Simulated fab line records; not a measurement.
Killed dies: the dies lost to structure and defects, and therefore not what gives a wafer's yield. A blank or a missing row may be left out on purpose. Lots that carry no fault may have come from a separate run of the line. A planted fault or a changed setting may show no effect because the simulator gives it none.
fab line records ; flow nand-harc
record lots=15; wafers=43; last-day=33
route steps=1302 shown P_STI@98 A_BONDPAD@1228 THIN_TSV@1273 END@1302
lots that met no fault: taken from a fault-free run of the same line
start-h: start of the lot's first displayed wafer, in hours after the record's first day ; wait-h: how many hours have passed since the lot's step before this one ; " as in the row above ; L1.1+2: a row that stands for several wafers ; - either no value or no given start ; * or withheld: withheld ; < > ~ a bound
route shown NAME@n: NAME is a module with steps in the file, n the number in the route of the first one ; usual: mean/standard deviation of fault-free wafers ; same: alike in all rows ; chamber/n: place in a boat ; sites: readings site by site ; _std_site: their standard deviation ; _edge_site: the outer-site mean with the inner-site mean subtracted ; radius-mm: how far each site lies from the wafer's centre ; mask NAME#n: copy n ; behind: the tool/chamber that last shaped the wafer ; hold: cause of the lot's hold/its duration in hours/its outcome ; device: which transistor (n, p or np) failed to switch ; end of line: tests of these same wafers at the route's end ; where a step has no rows: the recipe by itself ; killed: at the first sort, the dies lost to defects and structure; wafer yield is something else ; map: a wafer's dies, x killed, . not, _ none there
set.NAME: the run value of the setting; set.NAME@STEP: its run value at that earlier step ; model.NAME: the simulator's own value behind a step, which no gauge read
the route's steps for a sample of lots (tables are steps, rows are wafers)
services: from which hour (start-h, from the record's first day; less than 0 if before it) a tool's chamber was out of use, for how many hours, and why
## steps
# step NHARC_P_STI_HDPCVD_20
# recipe target-thk-a=withheld; sigma-open-frac=withheld; material=SiO2
lot.wafer;tool;chamber;start-h;wait-h
L828.1+3+6;hdpcvd-01;1,1,0;51.96;0.9
L829.2+3+4;hdpcvd-01;0,1,0;66.13;0.5
L830.1+2+3;hdpcvd-01;0,1,1;74.50;0.4
L831.1+4+5;hdpcvd-01;0;85.87;0.4
L832.2+3+5;hdpcvd-01;0,1,0;93.74;0.4
L834.1+2+5;hdpcvd-01;0,1,1;114.54;0.4
L835.2+1+5;hdpcvd-01;1,0,1;122.59;0.4
L838.4+6;hdpcvd-01;0;153.76;0.6
L839.2+6;hdpcvd-01;0,1;163.60;0.5
L840.2+4+5;hdpcvd-01;1,1,0;174.73;0.4
L848.2+6+5;hdpcvd-01;1,0,1;257.66;0.5
L847.1+5+6;hdpcvd-01;1,1,0;258.07;0.9
L849.1+4+5;hdpcvd-01;0;262.99;0.4
L850.1+6+5;hdpcvd-01;0,1,0;273.54;0.5
L851.1+2+6;hdpcvd-01;0,1,0;283.43;0.4
# step NHARC_A_BONDPAD_PVD_27
# recipe target-thk-a=300; chamber-pressure-pa=5; power-w=5000; substrate-temp-c=30; time-s=20.49; material=Cu
# usual throttle-valve-pct=30.3/0.71
lot.wafer;tool;chamber;start-h;wait-h;throttle-valve-pct
L828.1;pvd-sputter-01;-;-;-;31.4
L828.3;pvd-sputter-01;-;-;-;29.2
L828.6;pvd-sputter-01;-;-;-;28.8
L829.3;pvd-sputter-01;-;-;-;30.4
L829.2;pvd-sputter-01;-;-;-;28.8
L829.4;pvd-sputter-01;-;-;-;31.3
L832.3;pvd-sputter-03;-;-;-;30.3
L832.2;pvd-sputter-03;-;-;-;30.1
L832.5;pvd-sputter-03;-;-;-;30.9
L831.4;pvd-sputter-03;-;-;-;30.0
L831.1;pvd-sputter-03;-;-;-;30.2
L831.5;pvd-sputter-03;-;-;-;30.1
L830.1;pvd-sputter-03;-;-;-;30.3
L830.2;pvd-sputter-03;-;-;-;31.1
L830.3;pvd-sputter-03;-;-;-;30.5
L834.2;pvd-sputter-03;-;-;-;30.4
L834.1;pvd-sputter-03;-;-;-;29.8
L834.5;pvd-sputter-03;-;-;-;31.1
L835.1;pvd-sputter-03;-;-;-;30.3
L835.2;pvd-sputter-03;-;-;-;30.4
L835.5;pvd-sputter-03;-;-;-;30.9
L838.6;pvd-sputter-03;-;-;-;30.5
L839.6;pvd-sputter-01;-;-;-;30.5
L840.5;pvd-sputter-03;-;-;-;30.8
L849.1;pvd-sputter-03;-;-;-;30.6
L849.4;pvd-sputter-03;-;-;-;30.6
L849.5;pvd-sputter-03;-;-;-;30.3
L848.2;pvd-sputter-01;-;-;-;28.6
L848.6;pvd-sputter-01;-;-;-;31.4
L848.5;pvd-sputter-01;-;-;-;30.8
L850.1;pvd-sputter-01;-;-;-;30.5
L850.5;pvd-sputter-01;-;-;-;30.7
L850.6;pvd-sputter-01;-;-;-;30.6
L847.1;pvd-sputter-01;-;-;-;31.4
L847.5;pvd-sputter-01;-;-;-;31.4
L847.6;pvd-sputter-01;-;-;-;30.5
L851.1;pvd-sputter-03;-;-;-;31.3
L851.2;pvd-sputter-03;-;-;-;30.8
L851.6;pvd-sputter-03;-;-;-;31.3
# step NHARC_A_BONDPAD_THK_MEAS_20
# recipe thk-meas-gauge=xrf
# usual thk-nm=170.2/1.5
lot.wafer;tool;chamber;start-h;wait-h;thk-nm
L828.1;film-metro-02;-;532.96;-;168.9
L828.3;film-metro-02;-;532.96;-;169.4
L828.6;film-metro-02;-;532.96;-;169.5
L829.2;film-metro-02;-;549.45;-;169.1
L829.3;film-metro-02;-;549.45;-;169.7
L829.4;film-metro-02;-;549.45;-;172.4
L832.2;film-metro-02;-;551.51;-;171.7
L832.3;film-metro-02;-;551.51;-;169.8
L832.5;film-metro-02;-;551.51;-;170.0
L831.1;film-metro-01;-;555.38;-;171.8
L831.4;film-metro-01;-;555.38;-;169.4
L831.5;film-metro-01;-;555.38;-;168.4
L830.1;film-metro-01;-;576.51;-;170.3
L830.2;film-metro-01;-;576.51;-;170.5
L830.3;film-metro-01;-;576.51;-;170.7
L834.1;film-metro-01;-;583.77;-;169.0
L834.2;film-metro-01;-;583.77;-;169.9
L834.5;film-metro-01;-;583.77;-;168.3
L835.1;film-metro-01;-;608.50;-;168.0
L835.2;film-metro-01;-;608.50;-;172.0
L835.5;film-metro-01;-;608.50;-;169.9
L838.6;film-metro-01;-;641.06;-;168.5
L839.6;film-metro-01;-;643.07;-;170.6
L840.5;film-metro-02;-;658.47;-;168.4
L849.1;film-metro-02;-;729.62;-;170.3
L849.4;film-metro-02;-;729.62;-;169.5
L849.5;film-metro-02;-;729.62;-;167.1
L848.2;film-metro-02;-;731.30;-;169.4
L848.5;film-metro-02;-;731.30;-;169.9
L848.6;film-metro-02;-;731.30;-;170.4
L850.1;film-metro-01;-;744.53;-;170.1
L850.5;film-metro-01;-;744.53;-;168.5
L850.6;film-metro-01;-;744.53;-;172.5
L847.1;film-metro-01;-;746.46;-;170.8
L847.5;film-metro-01;-;746.46;-;170.1
L847.6;film-metro-01;-;746.46;-;171.4
L851.1;film-metro-02;-;759.61;-;172.9
L851.2;film-metro-02;-;759.61;-;168.7
L851.6;film-metro-02;-;759.61;-;171.7
# step NHARC_THIN_TSV_PVD_51
# recipe target-thk-a=1000; chamber-pressure-pa=5; material=Cu
# usual throttle-valve-pct=30.2/0.72
lot.wafer;tool;chamber;start-h;wait-h;throttle-valve-pct
L828.1;pvd-sputter-03;-;-;-;29.7
L828.3;pvd-sputter-03;-;-;-;30.2
L828.6;pvd-sputter-03;-;-;-;30.1
L829.3;pvd-sputter-02;-;-;-;30.1
L829.4;pvd-sputter-02;-;-;-;29.4
L829.2;pvd-sputter-02;-;-;-;30.7
L832.3;pvd-sputter-01;-;-;-;31.2
L832.2;pvd-sputter-01;-;-;-;31.3
L832.5;pvd-sputter-01;-;-;-;31.1
L831.4;pvd-sputter-01;-;-;-;31.1
L831.1;pvd-sputter-01;-;-;-;31.4
L831.5;pvd-sputter-01;-;-;-;31.4
L830.3;pvd-sputter-03;-;-;-;30.3
L830.1;pvd-sputter-03;-;-;-;29.9
L830.2;pvd-sputter-03;-;-;-;30.7
L834.2;pvd-sputter-03;-;-;-;30.2
L834.1;pvd-sputter-03;-;-;-;30.1
L834.5;pvd-sputter-03;-;-;-;30.7
L835.1;pvd-sputter-01;-;-;-;30.9
L835.2;pvd-sputter-01;-;-;-;31.4
L835.5;pvd-sputter-01;-;-;-;30.4
L838.6;pvd-sputter-01;-;-;-;31.4
L839.6;pvd-sputter-01;-;-;-;31.2
L840.5;pvd-sputter-01;-;-;-;30.6
L849.4;pvd-sputter-01;-;-;-;28.8
L849.1;pvd-sputter-01;-;-;-;31.5
L849.5;pvd-sputter-01;-;-;-;30.7
L848.2;pvd-sputter-03;-;-;-;30.0
L848.6;pvd-sputter-03;-;-;-;31.4
L848.5;pvd-sputter-03;-;-;-;30.9
L850.1;pvd-sputter-01;-;-;-;30.4
L850.5;pvd-sputter-01;-;-;-;28.7
L850.6;pvd-sputter-01;-;-;-;31.4
L847.1;pvd-sputter-02;-;-;-;30.1
L847.5;pvd-sputter-02;-;-;-;30.2
L847.6;pvd-sputter-02;-;-;-;30.0
L851.2;pvd-sputter-02;-;-;-;30.2
L851.1;pvd-sputter-02;-;-;-;29.9
L851.6;pvd-sputter-02;-;-;-;29.5
# step NHARC_END_SORT_01
# recipe temp-c=25
# usual killed-at-array=52/16; killed-at-other=0.8/1.1; killed-at-periphery=4.2/2.5; killed-dies=57/16; killed-open=3.4/2; killed-short=2.6/1.6
# same gross-dies=677
lot.wafer;tool;chamber;start-h;wait-h;killed-at-array;killed-at-other;killed-at-periphery;killed-dies;killed-open;killed-short
L839.2;prober-01;0;669.38;2.8;46;0;631;677;2;2
L839.6;prober-01;0;672.59;4.0;58;0;9;67;4;2
L838.4;prober-02;0;670.98;3.4;49;1;627;677;5;1
L838.6;prober-02;0;672.55;3.9;39;0;10;49;1;2
L840.2;prober-02;0;691.62;2.9;71;1;605;677;4;2
L840.4;prober-02;0;693.23;3.4;77;0;600;677;4;4
L840.5;prober-02;0;694.04;3.7;72;0;2;74;1;3
# killed by level:class
L839.2 P_STI:area-hdpcvd=630 A_SLIT:chamber-film-flake=21 A_CHANNEL_HOLE_D2:chamber-film-flake=11 A_CHANNEL_HOLE_D1:chamber-film-flake=3 A_WL_FILL:chamber-film-flake=3 A_WL_FILL:geometric-particle:short=2 A_STAIRCASE:chamber-film-flake=2 A_BLC:geometric-particle:open=1
L838.4 P_STI:area-hdpcvd=620 A_CHANNEL_HOLE_D1:chamber-film-flake=37 P_CONTACT:chamber-film-flake=3 P_BONDPAD:chamber-film-flake=2 A_CHANNEL_HOLE_D2:chamber-film-flake=2 A_CHANNEL_FILL_D2:chamber-film-flake=2 P_M0:geometric-particle:open=1 P_M1:geometric-particle:open=1
L838.6 A_CHANNEL_HOLE_D1:chamber-film-flake=18 A_CHANNEL_HOLE_D2:chamber-film-flake=8 P_BONDPAD:chamber-film-flake=7 A_CONTACT:chamber-film-flake=4 A_CHANNEL_FILL_D2:chamber-film-flake=2 A_BLC:chamber-film-flake=2 P_CONTACT:geometric-particle:short=1 A_WL_FILL:geometric-particle:open=1
L839.6 A_SLIT:chamber-film-flake=33 A_CHANNEL_HOLE_D2:chamber-film-flake=7 A_STAIRCASE:chamber-film-flake=5 P_BONDPAD:chamber-film-flake=3 A_WL_FILL:chamber-film-flake=3 P_STI:chamber-film-flake=2 A_CHANNEL_HOLE_D1:chamber-film-flake=2 A_CONTACT:chamber-film-flake=2
L840.2 P_STI:area-hdpcvd=604 A_CHANNEL_HOLE_D1:chamber-film-flake=29 A_SLIT:chamber-film-flake=22 A_CHANNEL_HOLE_D2:chamber-film-flake=11 P_M0:geometric-particle:open=1 A_ONON_D2:geometric-particle:short=1 A_CHANNEL_HOLE_D2:geometric-particle:open=1 A_SGD_CUT:geometric-particle:short=1
L840.4 P_STI:area-hdpcvd=597 A_SLIT:chamber-film-flake=25 A_CHANNEL_HOLE_D1:chamber-film-flake=25 A_CHANNEL_HOLE_D2:chamber-film-flake=9 A_STAIRCASE:chamber-film-flake=5 A_CONTACT:chamber-film-flake=5 P_CONTACT:chamber-film-flake=2 P_CONTACT:geometric-particle:open=1
L840.5 A_SLIT:chamber-film-flake=29 A_CHANNEL_HOLE_D1:chamber-film-flake=22 A_CHANNEL_HOLE_D2:chamber-film-flake=12 A_CONTACT:chamber-film-flake=4 A_M0:geometric-particle:short=2 P_M0:geometric-particle:open=1 A_WL_FILL:geometric-particle:short=1 P_STI:chamber-film-flake=1
## services
tool;chamber;start-h;hours;kind
pvd-sputter-03;-;28.35;10.0;pm
pvd-sputter-01;-;48.00;10.0;pm
pvd-sputter-01;-;77.70;3.3;repair
pvd-sputter-02;-;104.11;10.0;pm
pvd-sputter-01;-;182.99;2.2;repair
hdpcvd-01;-;185.21;13.0;pm
pvd-sputter-01;-;192.31;41.4;repair
pvd-sputter-03;-;206.35;10.0;pm
hdpcvd-01;-;366.21;13.0;pm
pvd-sputter-03;-;384.35;10.0;pm
hdpcvd-01;-;386.76;1.0;repair
pvd-sputter-01;-;411.66;10.0;pm
pvd-sputter-03;-;440.90;3.2;repair
pvd-sputter-03;-;463.63;6.8;repair
hdpcvd-01;-;468.47;0.4;repair
pvd-sputter-03;-;509.83;10.9;repair
hdpcvd-01;-;547.21;13.0;pm
pvd-sputter-03;-;562.35;10.0;pm
pvd-sputter-01;-;589.66;10.0;pm
hdpcvd-01;-;727.41;0.7;repair
hdpcvd-01;-;728.21;13.0;pm
pvd-sputter-03;-;740.35;10.0;pm
pvd-sputter-01;-;756.00;4.2;repair
pvd-sputter-01;-;767.66;10.0;pm
## key
first-sign step=NHARC_END_SORT_01; reading=killed-at-periphery; direction=up; sigmas=99+; usual=4.2; struck=615.8
effect step=NHARC_END_SORT_01; reading=killed-dies; direction=up; sigmas=39; usual=57; struck=677
more-kills-born-at NHARC_P_STI_HDPCVD_20@hdpcvd-01=2451
met-at NHARC_P_STI_HDPCVD_20
struck-lots L838,L839,L840
struck-wafers L838.4,L839.2,L840.2,L840.4
later-rows-left-out L838.4,L839.2,L840.2,L840.4
tester-left-out L838,L839,L840
not-acting-at NHARC_A_BONDPAD_PVD_27,NHARC_A_BONDPAD_THK_MEAS_20,NHARC_THIN_TSV_PVD_51
onset-between 122.59 153.76
fault kind=process-parameter-drift; tool=hdpcvd-01; chamber=-; onset-h=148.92; steps=NHARC_P_STI_HDPCVD_20; channel=target-thk-a; offset=withheld; shape=step; end-h=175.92; scope=struck-wafers-only
# tester-left-out: of these lots the tester's yield and bins aren't shown, on N5 and GAA mostly nor the transistor test; their killed dies are dies lost to structure and defects alone, not to doping, threshold or leakage, so they don't give the yield
# later-rows-left-out: the simulator's readings of these wafers behind a module that went badly wrong aren't trusted and aren't shown, but for the sort
